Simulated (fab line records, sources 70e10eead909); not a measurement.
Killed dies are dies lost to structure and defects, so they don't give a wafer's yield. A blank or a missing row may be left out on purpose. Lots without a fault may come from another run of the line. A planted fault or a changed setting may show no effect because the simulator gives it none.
fab line records | flow nand_harc
record lots=24 wafers=72 last_day=24
route steps=1159 shown P_M1@295 P_M2@349 P_BONDPAD@385
lots that met no fault: from a run of the same line without faults
start_h: hours from the record's first day to the start of the lot's first wafer shown | wait_h: hours since the lot's step before | " the same as in the row above | L1.1+2: a row that stands for several wafers | - no value, or no start given | * or withheld: withheld | < > ~ a bound
route shown NAME@n: a module of which the file shows steps, and the number in the route of the first | usual: mean/standard deviation of fault-free wafers | same: alike in all rows | chamber/n: place in a boat | sites: the reading at each site | _std_site: their standard deviation | _edge_site: outer sites' mean less inner sites' | radius_mm: how far each site lies from the wafer's centre | mask NAME#n: copy n | behind: the tool/chamber that last shaped the wafer | hold: why the lot was held/for how many hours/how that ended | device: the transistor (n, p or np) that didn't switch | end of line: the same wafers' tests at the end of the route | a step without rows: its recipe alone | killed: dies lost to structure and defects at the first sort, not the wafer's yield | map: a wafer's dies, x killed, . not, _ none there
set.NAME: the setting as run; set.NAME@STEP: as run at that earlier step | model.NAME: the simulator's own value behind a step, which no gauge read
steps of the route over a sample of lots; a table a step, a row a wafer
services: from which hour (start_h, from the record's first day; less than 0 if before it) a tool's chamber was out of use, for how many hours, and why
## steps
# step NHARC_P_M1_CD_MEAS_09
# recipe target_cd_nm=130 landing_energy_ev=500
# usual cd_nm=130.1/0.55
# columns lot.wafer tool chamber start_h wait_h cd_nm
L074.1 cd_sem-03 0 122.77 - 130.2
L074.4 " 0 " " 131.1
L074.6 " 0 " " 130.4
L075.4 cd_sem-02 0 135.85 - 129.3
L075.5 " 0 " " 128.8
L075.6 " 0 " " 129.8
L076.1 cd_sem-03 0 136.28 - 129.6
L076.3 " 0 " " 130.6
L076.6 " 0 " " 129.9
L077.1 cd_sem-03 0 137.94 - 130.9
L077.3 " 0 " " 130.1
L077.6 " 0 " " 130.8
L079.2 cd_sem-01 0 152.60 - 129.6
L079.4 " 0 " " 129.8
L079.6 " 0 " " 130.4
L078.2 cd_sem-01 0 153.48 - 130.3
L078.4 " 0 " " 130.4
L078.6 " 0 " " 130.6
L080.1 cd_sem-02 0 153.67 - 130.0
L080.5 " 0 " " 129.6
L080.6 " 0 " " 130.3
L081.1 cd_sem-02 0 160.79 - 129.5
L081.4 " 0 " " 130.5
L081.6 " 0 " " 129.3
L083.3 cd_sem-03 0 171.14 - 129.8
L083.4 " 0 " " 130.1
L083.5 " 0 " " 128.7
L082.2 cd_sem-02 0 173.87 - 130.5
L082.4 " 0 " " 130.3
L082.6 " 0 " " 130.9
L085.1 cd_sem-02 0 184.99 - 130.9
L085.5 " 0 " " 130.5
L085.6 " 0 " " 130.5
L084.2 cd_sem-03 0 185.16 - 130.0
L084.4 " 0 " " 130.0
L084.5 " 0 " " 130.2
L086.1 cd_sem-01 0 197.77 - 130.4
L086.2 " 0 " " 129.9
L086.4 " 0 " " 130.4
L088.1 cd_sem-03 0 198.11 - 130.5
L088.4 " 0 " " 131.4
L088.5 " 0 " " 130.3
L087.2 cd_sem-01 0 198.94 - 130.7
L087.3 " 0 " " 129.7
L087.6 " 0 " " 130.0
L089.2 cd_sem-03 0 214.35 - 130.1
L089.4 " 0 " " 129.6
L089.5 " 0 " " 130.5
L090.1 cd_sem-02 0 214.88 - 129.5
L090.4 " 0 " " 130.2
L090.6 " 0 " " 129.9
L092.1 cd_sem-02 0 224.11 - 130.0
L092.4 " 0 " " 129.4
L092.6 " 0 " " 130.2
L091.1 cd_sem-03 0 224.89 - 129.7
L091.3 " 0 " " 129.9
L091.6 " 0 " " 129.7
L093.2 cd_sem-02 0 228.67 - 129.6
L093.3 " 0 " " 130.5
L093.6 " 0 " " 130.1
L094.3 cd_sem-01 0 240.73 - 130.4
L094.5 " 0 " " 130.5
L094.6 " 0 " " 131.1
L095.2 cd_sem-01 0 245.20 - 130.2
L095.3 " 0 " " 130.6
L095.5 " 0 " " 129.4
L097.1 cd_sem-02 0 250.09 - 130.5
L097.4 " 0 " " 130.5
L097.6 " 0 " " 129.3
L096.1 cd_sem-03 0 251.20 - 129.2
L096.2 " 0 " " 130.2
L096.4 " 0 " " 129.2
# step NHARC_P_M1_ETCH_15
# recipe target_depth_a=1825 time_s=91.2 c4f8_flow_sccm=withheld ar_flow_sccm=400 rf_w=600 bias_w=300 chemistry=C4F8/Ar
# usual oes_product_au=0.956/0.02 rf_vpp_V=441.1/3
# columns lot.wafer tool chamber start_h wait_h oes_product_au rf_hours_counter_h rf_vpp_V
L074.1 rie_diel-04 3 - - 0.960 0.0 437.8
L074.4 " 0 " " 0.974 0.0 442.7
L074.6 " 3 " " 0.963 - 437.0
L075.4 rie_diel-04 1 - - 0.965 0.9 440.4
L075.5 " 2 " " 0.984 - 437.3
L075.6 " 3 " " 0.956 - 437.9
L076.3 rie_diel-01 1 - - 0.933 12.8 440.4
L076.1 " 2 " " 0.931 11.5 444.5
L076.6 " 1 " " 0.931 - 440.8
L077.3 rie_diel-06 3 - - 0.968 1.4 442.5
L077.1 " 0 " " 0.990 1.5 446.3
L077.6 " 3 " " 0.959 - 442.9
L079.2 rie_diel-04 0 - - 0.950 2.1 442.9
L079.4 " 1 " " 0.956 2.2 439.2
L079.6 " 0 " " 0.962 - 443.2
L078.2 rie_diel-01 0 - - 0.986 0.7 443.5
L078.4 " 1 " " 0.968 0.5 439.9
L078.6 " 3 " " 0.970 - 436.8
L080.1 rie_diel-04 1 - - 0.957 2.3 438.7
L080.6 " 2 " " 0.983 - 437.3
L080.5 " 3 " " 0.974 - 436.6
L081.1 rie_diel-06 1 - - 0.962 2.3 438.8
L081.4 " 2 " " 0.957 2.3 442.0
L081.6 " 0 " " 0.982 - 444.8
L083.4 rie_diel-06 3 - - 0.913 2.5 443.3
L083.3 " 0 " " 0.917 2.5 445.5
L083.5 " 3 " " 0.909 - 443.6
L082.4 rie_diel-01 1 - - 0.946 2.9 440.1
L082.2 " 2 " " 0.945 2.2 445.6
L082.6 " 1 " " 0.949 - 439.1
L085.1 rie_diel-01 0 - - 0.970 4.0 443.3
L085.6 " 0 " " 0.964 - 443.0
L085.5 " 1 " " 0.958 - 439.4
L084.2 rie_diel-04 0 - - 0.940 3.6 442.9
L084.5 " 2 " " 0.954 - 439.0
L084.4 " 1 " " 0.949 - 438.3
L086.2 rie_diel-04 0 - - 0.960 4.6 442.9
L086.1 " 1 " " 0.942 5.1 440.3
L086.4 " 1 " " 0.942 - 438.9
L088.1 rie_diel-06 3 - - 0.933 3.0 444.0
L088.5 " 1 " " 0.924 - 438.6
L088.4 " 3 " " 0.927 - 443.4
L087.2 rie_diel-01 2 - - 0.957 3.5 444.8
L087.3 " 1 " " 0.960 4.8 440.6
L087.6 " 3 " " 0.959 - 437.3
L089.4 rie_diel-04 1 - - 0.959 6.2 439.4
L089.2 " 2 " " 0.959 5.0 437.9
L089.5 " 0 " " 0.976 - 443.4
L090.1 rie_diel-06 1 - - 0.930 3.5 437.4
L090.4 " 3 " " 0.921 - 443.8
L090.6 " 1 " " 0.936 - 438.0
L092.4 rie_diel-01 2 - - 0.968 5.8 445.1
L092.1 " 3 " " 0.949 6.3 437.2
L092.6 " 2 " " 0.965 - 444.2
L091.1 rie_diel-01 1 - - 0.955 6.8 440.3
L091.3 " 2 " " 0.984 5.8 445.0
L091.6 " 1 " " 0.963 - 439.6
L093.3 rie_diel-06 3 - - 0.932 4.2 443.0
L093.2 " 0 " " 0.924 3.8 444.4
L093.6 " 1 " " 0.923 - 440.2
L094.3 rie_diel-06 2 - - 0.965 3.3 440.8
L094.6 " 2 " " 0.956 - 441.1
L094.5 " 3 " " 0.972 - 443.6
L095.2 rie_diel-01 2 - - 0.927 6.8 444.1
L095.3 " 0 " " 0.924 8.9 441.9
L095.5 " 2 " " 0.921 - 444.5
L097.1 rie_diel-06 1 - - 0.960 0.0 436.3
L097.4 " 2 " " 0.972 0.0 440.1
L097.6 " 2 " " 0.970 - 441.0
L096.2 rie_diel-06 2 - - 0.974 0.1 441.8
L096.1 " 0 " " 0.966 0.1 445.5
L096.4 " 1 " " 0.964 0.1 437.2
# step NHARC_P_M1_DEGAS_29
# recipe temp_c=250 time_s=60
# usual heater_power_w=334/37
# columns lot.wafer tool chamber start_h wait_h heater_power_w
L074.4 pvd_sputter-01 - 123.98 - 302
L074.1 " - " " 306
L074.6 " - " " 364
L075.4 pvd_sputter-02 - 137.05 - 357
L075.6 " - " " 369
L075.5 " - " " 339
L076.1 pvd_sputter-03 - 137.54 - 313
L076.3 " - " " 299
L076.6 " - " " 302
L077.3 pvd_sputter-01 - 139.16 - 352
L077.1 " - " " 380
L077.6 " - " " 368
L079.2 pvd_sputter-03 - 153.83 - 312
L079.4 " - " " 402
L079.6 " - " " 306
L078.2 pvd_sputter-01 - 154.69 - 301
L078.4 " - " " 371
L078.6 " - " " 298
L080.1 pvd_sputter-02 - 154.91 - 288
L080.6 " - " " 350
L080.5 " - " " 334
L081.1 pvd_sputter-01 - 162.00 - 305
L081.4 " - " " 370
L081.6 " - " " 300
L083.3 pvd_sputter-01 - 172.37 - 361
L083.4 " - " " 316
L083.5 " - " " 323
L082.4 pvd_sputter-01 - 175.13 - 367
L082.2 " - " " 324
L082.6 " - " " 383
L085.1 pvd_sputter-03 - 186.21 - 406
L085.5 " - " " 300
L085.6 " - " " 307
L084.4 pvd_sputter-01 - 186.41 - 324
L084.2 " - " " 368
L084.5 " - " " 314
L086.4 pvd_sputter-03 - 199.08 - 400
L086.2 " - " " 312
L086.1 " - " " 308
L088.1 pvd_sputter-02 - 199.44 - 281
L088.4 " - " " 347
L088.5 " - " " 280
L087.3 pvd_sputter-01 - 200.22 - 326
L087.2 " - " " 373
L087.6 " - " " 320
L089.2 pvd_sputter-03 - 215.55 - 293
L089.4 " - " " 300
L089.5 " - " " 289
L090.1 pvd_sputter-03 - 216.19 - 290
L090.4 " - " " 407
L090.6 " - " " 308
L092.4 pvd_sputter-02 - 225.85 - 369
L092.1 " - " " 277
L092.6 " - " " 358
L091.3 pvd_sputter-03 - 226.14 - 299
L091.1 " - " " 305
L091.6 " - " " 296
L093.3 pvd_sputter-01 - 229.99 - 326
L093.2 " - " " 325
L093.6 " - " " 317
L094.3 pvd_sputter-02 - 241.93 - 376
L094.5 " - " " 272
L094.6 " - " " 365
L095.3 pvd_sputter-02 - 246.45 - 356
L095.2 " - " " 364
L095.5 " - " " 358
L097.1 pvd_sputter-01 - 251.29 - 328
L097.4 " - " " 317
L097.6 " - " " 321
L096.1 pvd_sputter-03 - 252.40 - 303
L096.4 " - " " 310
L096.2 " - " " 294
# step NHARC_P_M1_PVD_20
# recipe target_thk_a=50 bias_v=168.6 power_w=15000 chamber_pressure_pa=0.12 time_s=8.06 substrate_temp_c=50 material=TaN
# usual throttle_valve_pct=30.4/1.3
# columns lot.wafer tool chamber start_h wait_h throttle_valve_pct
L074.1 pvd_sputter-01 - - - 30.0
L074.4 " - " " 30.2
L074.6 " - " " 30.3
L075.4 pvd_sputter-02 - - - 27.2
L075.5 " - " " 30.7
L075.6 " - " " 29.8
L076.3 pvd_sputter-03 - - - 31.6
L076.1 " - " " 32.5
L076.6 " - " " 32.6
L077.1 pvd_sputter-01 - - - 30.0
L077.3 " - " " 27.5
L077.6 " - " " 29.9
L079.2 pvd_sputter-03 - - - 30.7
L079.4 " - " " 32.7
L079.6 " - " " 30.8
L078.4 pvd_sputter-01 - - - 30.4
L078.2 " - " " 27.6
L078.6 " - " " 31.0
L080.1 pvd_sputter-02 - - - 29.8
L080.5 " - " " 30.7
L080.6 " - " " 30.0
L081.1 pvd_sputter-03 - 162.13 - 32.3
L081.4 " - " " 30.6
L081.6 " - " " 32.7
L083.4 pvd_sputter-01 - - - 31.3
L083.3 " - " " 29.8
L083.5 " - " " 31.3
L082.4 pvd_sputter-01 - - - 31.4
L082.2 " - " " 29.7
L082.6 " - " " 29.6
L085.1 pvd_sputter-03 - - - 30.3
L085.5 " - " " 30.5
L085.6 " - " " 30.8
L084.2 pvd_sputter-01 - - - 28.2
L084.4 " - " " 29.7
L084.5 " - " " 28.0
L086.2 pvd_sputter-03 - - - 30.5
L086.1 " - " " 30.7
L086.4 " - " " 32.4
L088.4 pvd_sputter-02 - - - 29.9
L088.1 " - " " 27.6
L088.5 " - " " 29.8
L087.3 pvd_sputter-01 - - - 31.3
L087.2 " - " " 30.8
L087.6 " - " " 30.9
L089.2 pvd_sputter-03 - - - 30.4
L089.4 " - " " 31.4
L089.5 " - " " 31.0
L090.4 pvd_sputter-03 - - - 31.5
L090.1 " - " " 30.9
L090.6 " - " " 32.5
L092.4 pvd_sputter-02 - - - 30.1
L092.1 " - " " 30.7
L092.6 " - " " 30.7
L091.1 pvd_sputter-03 - - - 30.2
L091.3 " - " " 32.7
L091.6 " - " " 31.0
L093.3 pvd_sputter-01 - - - 28.2
L093.2 " - " " 30.7
L093.6 " - " " 28.2
L094.3 pvd_sputter-02 - - - 30.4
L094.6 " - " " 30.2
L094.5 " - " " 30.4
L095.3 pvd_sputter-02 - - - 28.3
L095.2 " - " " 30.3
L095.5 " - " " 28.1
L097.1 pvd_sputter-01 - - - 28.2
L097.4 " - " " 31.3
L097.6 " - " " 30.8
L096.2 pvd_sputter-03 - - - 31.8
L096.4 " - " " 32.7
L096.1 " - " " 31.1
# step NHARC_P_M2_PRE_CLEAN_32
# recipe time_s=12 temp_c=370 rf_power_w=300 gas=NH3
# usual heater_power_w=664/62
# columns lot.wafer tool chamber start_h wait_h heater_power_w
L074.1 pecvd-03 2 129.82 0.1 574
L074.6 " 1 " " 668
L074.4 " 2 " " 588
L075.4 pecvd-04 0 143.24 0.1 652
L075.6 " 1 " " 671
L075.5 " 2 " " 747
L076.3 pecvd-03 2 143.47 0.1 607
L076.1 " 1 " " 618
L076.6 " 1 " " 623
L077.1 pecvd-02 1 144.84 0.1 631
L077.3 " 2 " " 693
L077.6 " 1 " " 615
L079.2 pecvd-04 2 159.75 0.1 757
L079.4 " 1 " " 634
L079.6 " 2 " " 750
L078.2 pecvd-03 2 160.89 0.1 535
L078.4 " 1 " " 592
L078.6 " 2 " " 538
L080.1 pecvd-04 1 161.18 0.3 635
L080.5 " 2 " " 788
L080.6 " 0 " " 612
L081.1 pecvd-02 0 167.82 0.1 732
L081.4 " 2 " " 585
L081.6 " 0 " " 728
L083.3 pecvd-04 2 178.05 0.1 757
L083.5 " 0 " " 656
L083.4 " 2 " " 761
L082.2 pecvd-03 1 180.98 0.1 569
L082.6 " 2 " " 618
L082.4 " 0 " " 582
L085.1 pecvd-02 2 192.16 0.1 638
L085.5 " 2 " " 652
L085.6 " 1 " " 631
L084.2 pecvd-04 2 192.37 0.1 800
L084.5 " 1 " " 604
L084.4 " 2 " " 797
L086.1 pecvd-03 1 205.15 0.1 681
L086.2 " 0 " " 655
L086.4 " 0 " " 658
L088.1 pecvd-03 2 205.56 0.1 647
L088.5 " 0 " " 649
L088.4 " 2 " " 649
L087.3 pecvd-02 2 206.19 0.3 613
L087.2 " 0 " " 787
L087.6 " 1 " " 693
L089.2 pecvd-04 2 221.41 0.1 694
L089.5 " 2 " " 696
L089.4 " 0 " " 612
L090.1 pecvd-02 1 222.29 0.1 684
L090.6 " 1 " " 673
L090.4 " 2 " " 590
L092.1 pecvd-02 2 231.97 0.1 627
L092.4 " 1 " " 594
L092.6 " 0 " " 788
L091.3 pecvd-04 0 232.28 0.2 640
L091.1 " 1 " " 693
L091.6 " 2 " " 791
L093.3 pecvd-04 0 236.07 0.1 613
L093.2 " 1 " " 645
L093.6 " 0 " " 602
L094.3 pecvd-02 1 247.72 0.1 641
L094.6 " 2 " " 612
L094.5 " 1 " " 647
L095.2 pecvd-02 2 252.46 0.1 631
L095.3 " 0 " " 763
L095.5 " 2 " " 635
L097.1 pecvd-04 1 257.41 0.1 675
L097.6 " 0 " " 715
L097.4 " 1 " " 673
L096.2 pecvd-04 1 258.21 0.1 631
L096.1 " 0 " " 684
L096.4 " 2 " " 705
# step NHARC_P_BONDPAD_INSPECT_23
# usual raw_defect_count=424/160
# columns lot.wafer tool chamber start_h wait_h raw_defect_count
L074.1 defect_inspect-01 - 134.62 0.0 529
L074.4 " - " " 685
L074.6 " - " " 530
L075.4 defect_inspect-01 - 147.76 0.0 494
L075.5 " - " " 408
L075.6 " - " " 316
L076.1 defect_inspect-01 - 148.24 0.0 498
L076.3 " - " " 586
L076.6 " - " " 735
L077.1 defect_inspect-01 - 149.32 0.0 317
L077.3 " - " " 369
L077.6 " - " " 737
L079.2 defect_inspect-01 - 164.29 0.0 399
L079.4 " - " " 500
L079.6 " - " " 469
L078.2 defect_inspect-01 - 165.31 0.0 612
L078.4 " - " " 519
L078.6 " - " " 417
L080.1 defect_inspect-01 - 165.63 0.0 258
L080.5 " - " " 412
L080.6 " - " " 438
L081.1 defect_inspect-01 - 172.21 0.0 886
L081.4 " - " " 548
L081.6 " - " " 303
L083.3 defect_inspect-01 - 183.16 0.0 457
L083.4 " - " " 440
L083.5 " - " " 573
L082.2 defect_inspect-02 - 185.62 0.0 262
L082.4 " - " " 320
L082.6 " - " " 229
L085.1 defect_inspect-01 - 196.72 0.0 549
L085.5 " - " " 304
L085.6 " - " " 472
L084.2 defect_inspect-01 - 197.06 0.0 471
L084.4 " - " " 448
L084.5 " - " " 405
L086.1 defect_inspect-01 - 209.90 0.0 514
L086.2 " - " " 882
L086.4 " - " " 525
L088.1 defect_inspect-02 - 210.06 0.0 347
L088.4 " - " " 230
L088.5 " - " " 265
L087.2 defect_inspect-01 - 210.55 0.0 534
L087.3 " - " " 607
L087.6 " - " " 483
L089.2 defect_inspect-01 - 226.33 0.0 396
L089.4 " - " " 461
L089.5 " - " " 433
L090.1 defect_inspect-02 - 227.20 0.1 325
L090.4 " - " " 186
L090.6 " - " " 386
L092.1 defect_inspect-01 - 237.07 0.0 270
L092.4 " - " " 300
L092.6 " - " " 320
L091.1 defect_inspect-02 - 237.88 0.0 394
L091.3 " - " " 298
L091.6 " - " " 492
L093.2 defect_inspect-02 - 240.65 0.1 532
L093.3 " - " " 389
L093.6 " - " " 580
L094.3 defect_inspect-01 - 252.23 0.0 342
L094.5 " - " " 232
L094.6 " - " " 250
L095.2 defect_inspect-02 - 257.45 0.0 245
L095.3 " - " " 291
L095.5 " - " " 281
L097.1 defect_inspect-02 - 262.11 0.0 308
L097.4 " - " " 501
L097.6 " - " " 377
L096.1 defect_inspect-01 - 262.68 0.0 207
L096.2 " - " " 179
L096.4 " - " " 279
## services
# columns tool chamber start_h hours kind
pvd_sputter-03 - 102.00 10.0 pm
rie_diel-06 - 102.34 0.9 repair
pecvd-03 - 111.08 13.0 pm
rie_diel-04 - 111.90 9.0 pm
rie_diel-01 2 112.53 6.3 repair
rie_diel-01 - 138.10 9.0 pm
pecvd-02 - 153.07 13.0 pm
pvd_sputter-02 - 156.62 3.6 repair
pecvd-03 - 159.02 0.9 repair
pvd_sputter-01 - 180.76 0.5 repair
pecvd-03 1 182.79 6.5 repair
rie_diel-04 3 183.89 4.7 repair
rie_diel-04 2 186.92 15.0 repair
rie_diel-06 2 194.81 6.5 repair
pecvd-04 - 195.36 13.0 pm
pecvd-04 0 195.36 13.0 vent_cycle
pecvd-04 1 195.36 13.0 vent_cycle
pecvd-04 2 195.36 13.0 vent_cycle
rie_diel-06 2 206.64 23.1 repair
pecvd-04 0 208.36 - clean
pvd_sputter-02 - 214.00 10.0 pm
rie_diel-06 0 223.64 2.7 repair
rie_diel-01 2 227.74 4.7 repair
rie_diel-06 - 241.20 9.0 pm
## key
fault none
